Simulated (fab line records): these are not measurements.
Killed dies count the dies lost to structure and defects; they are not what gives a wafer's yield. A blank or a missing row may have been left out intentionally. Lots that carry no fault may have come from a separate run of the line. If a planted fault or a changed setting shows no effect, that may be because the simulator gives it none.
Matching of chambers :: flow nand_harc :: NHARC_P_M0_DEP_00 on pecvd-03: 3 sister chambers
The step deposits SiOC, target thk 150 nm. 3 wafers are shown with their chamber, then 9 later ones without.

WAFERS WITH THEIR CHAMBER
wafer: L679.5
chamber: 0
rf_fwd_power_W (W): 598.6

wafer: L680.3
chamber: 1
rf_fwd_power_W (W): 600.4

wafer: L680.5
chamber: 2
rf_fwd_power_W (W): 598.3

WAFERS WHOSE CHAMBER IS MISSING
wafer: L686.1
rf_fwd_power_W (W): 600.9

wafer: L686.4
rf_fwd_power_W (W): 599.5

wafer: L686.5
rf_fwd_power_W (W): 596.4

wafer: L687.2
rf_fwd_power_W (W): 600.8

wafer: L687.4
rf_fwd_power_W (W): 597.6

wafer: L687.5
rf_fwd_power_W (W): 597.9

wafer: L694.3
rf_fwd_power_W (W): 601.1

wafer: L694.5
rf_fwd_power_W (W): 596.0

wafer: L694.6
rf_fwd_power_W (W): 602.1

WHICH CHAMBER EACH WENT THROUGH
wafer: L686.1
from the rows above: can't be placed: 1 or 0 or 2
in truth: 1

wafer: L686.4
from the rows above: can't be placed: 0 or 1 or 2
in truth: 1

wafer: L686.5
from the rows above: can't be placed: 2 or 0 or 1
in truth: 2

wafer: L687.2
from the rows above: can't be placed: 1 or 0 or 2
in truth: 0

wafer: L687.4
from the rows above: can't be placed: 2 or 0 or 1
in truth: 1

wafer: L687.5
from the rows above: can't be placed: 2 or 0 or 1
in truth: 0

wafer: L694.3
from the rows above: can't be placed: 1 or 0 or 2
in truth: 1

wafer: L694.5
from the rows above: can't be placed: 2 or 0 or 1
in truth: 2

wafer: L694.6
from the rows above: can't be placed: 1 or 0 or 2
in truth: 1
Placed correctly: 0 of 9. These rows do not allow placing 9 (true chamber among the candidates in 9). Placed wrongly: 0.
How it was worked out, from the rows above alone: a wafer's distance from a chamber is the root of the sum, over the readings, of the square of ((its reading less the chamber's mean) divided by the reading's scatter). If the next closest chamber is less than 2 further off than the closest, the wafer can't be placed; otherwise it belongs to the closest. Each chamber's mean is taken over the wafers shown for it. The scatter: root of mean squared gap, hidden wafer to nearest shown wafer, with one shown wafer a chamber.
